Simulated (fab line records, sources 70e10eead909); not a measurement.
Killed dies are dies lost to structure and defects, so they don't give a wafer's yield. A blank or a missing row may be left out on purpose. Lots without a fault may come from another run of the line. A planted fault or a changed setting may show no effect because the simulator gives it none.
Tool commonality check | flow nand_harc | 3 lots, 9 wafers sampled

WHY IT WAS OPENED
At NHARC_END_SORT_01 the reading killed_at_periphery is flagged on 3 of 3 lots. Wafers without a fault read 3.6, standard deviation 2.8.
Rule: a lot is flagged when every wafer of it that has a number lies more than 4 standard deviations from that mean, or none has a number. The other lots count as sound.

lot  | measured     | on        | killed_at_periphery, wafer by wafer | flag
L608 | day 22 08:22 | prober-01 | 41 80 30                            | FLAGGED
L611 | day 24 01:55 | prober-02 | 31 77 40                            | FLAGGED
L609 | day 24 09:44 | prober-01 | 44 73 44                            | FLAGGED
The numbers of the flagged lots are 51.1 on average: +47.5 against the usual, or +17 standard deviations.

WHICH TOOL RAN EACH LOT
The record holds 2 process steps before the reading, out of a route of 1159 steps. In each cell: the tool, then ch and the chambers that the sampled wafers went through, then the start.
lot  | flag    | NHARC_P_BONDPAD_ETCH_24            | NHARC_A_M1_ANNEAL_31
L608 | FLAGGED | rie_diel-03 ch 0,1,3, day 9 18:43  | rtp_anneal-02 ch 0, day 20 19:50
L611 | FLAGGED | rie_diel-03 ch 0,2,3, day 10 16:55 | rtp_anneal-02 ch 0, day 22 12:47
L609 | FLAGGED | rie_diel-03 ch 1,3, day 10 10:07   | rtp_anneal-02 ch 0, day 22 13:35
What these steps do:
- NHARC_P_BONDPAD_ETCH_24: etches the open film in CF4/N2, target depth 30 nm, time 72.99 s.
- NHARC_A_M1_ANNEAL_31: time 90 s.
- NHARC_END_SORT_01

FLAGGED OVER TOTAL, TOOL BY TOOL (the gauges that took the reading come last)
step                    | tool          | lots run | flagged | share of the flagged lots | sound lots run after its first flagged lot
NHARC_P_BONDPAD_ETCH_24 | rie_diel-03   | 3        | 3       | all                       | 0
NHARC_A_M1_ANNEAL_31    | rtp_anneal-02 | 3        | 3       | all                       | 0
NHARC_END_SORT_01       | prober-01     | 2        | 2       | some                      | 0
NHARC_END_SORT_01       | prober-02     | 1        | 1       | some                      | 0

WHAT THE TABLE ALLOWS
2 rows of the table ran every flagged lot: rie_diel-03 at NHARC_P_BONDPAD_ETCH_24, rtp_anneal-02 at NHARC_A_M1_ANNEAL_31.
- rie_diel-03 at NHARC_P_BONDPAD_ETCH_24: 3 of its 3 lots flagged. It ran no sound lot before its first flagged lot in this sample, so the start can't be narrowed down.
- rtp_anneal-02 at NHARC_A_M1_ANNEAL_31: 3 of its 3 lots flagged. It ran no sound lot before its first flagged lot in this sample, so the start can't be narrowed down.
Counting lots can't tell these 2 tools apart, because each fits a fault that began at some hour. More lots, or a look at what each step does to the wafer, might.

WHAT THE SIMULATOR HAD PUT IN
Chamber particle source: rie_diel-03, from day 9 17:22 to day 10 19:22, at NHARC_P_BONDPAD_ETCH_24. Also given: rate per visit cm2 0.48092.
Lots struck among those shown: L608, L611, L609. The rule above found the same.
